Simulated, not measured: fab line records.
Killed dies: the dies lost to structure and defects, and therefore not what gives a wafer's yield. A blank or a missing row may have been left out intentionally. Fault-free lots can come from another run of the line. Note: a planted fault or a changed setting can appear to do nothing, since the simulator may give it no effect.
Matching of chambers | flow n5Finfet | N5_BEOL_M5_CURE_79 on uvCure-03: 3 sister chambers
The step cures SiCOH lowk, time 240 s. 3 wafers are shown with their chamber, then 9 later ones without.

WAFERS PAIRED WITH THEIR CHAMBERS
wafer  | chamber | wafer_temp_C_max
L075.5 | 2       | 387.3
L079.6 | 0       | 386.9
L082.6 | 1       | 386.5

WAFERS WHOSE CHAMBER IS MISSING
wafer  | wafer_temp_C_max
L092.1 | 386.7
L092.4 | 386.5
L092.5 | 386.6
L089.3 | 386.6
L089.4 | 386.4
L089.6 | 387.0
L095.1 | 386.8
L095.3 | 387.4
L095.4 | 386.3

CHAMBER TAKEN BY EACH
wafer  | from the rows above     | in truth
L092.1 | can't be placed: 0 or 1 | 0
L092.4 | 1                       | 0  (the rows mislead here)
L092.5 | can't be placed: 1 or 0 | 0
L089.3 | can't be placed: 1 or 0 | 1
L089.4 | 1                       | 1
L089.6 | can't be placed: 0 or 2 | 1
L095.1 | can't be placed: 0 or 1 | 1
L095.3 | 2                       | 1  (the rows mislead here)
L095.4 | 1                       | 1
Correctly placed: 2 of 9. Can't be placed from these rows: 5 (the true chamber is among the candidates in 4). Wrongly placed: 2.
How it was worked out, from the rows above alone: a wafer's distance from a chamber is the root of the sum, over the readings, of the square of ((its reading less the chamber's mean) divided by the reading's scatter). The wafer belongs to the nearest chamber; if the next one is less than 2 further off, it can't be placed. Each chamber's mean is taken over the wafers shown for it. The scatter: with one shown wafer a chamber, the root of the mean of the squares of how far each hidden wafer lies from its nearest shown one.
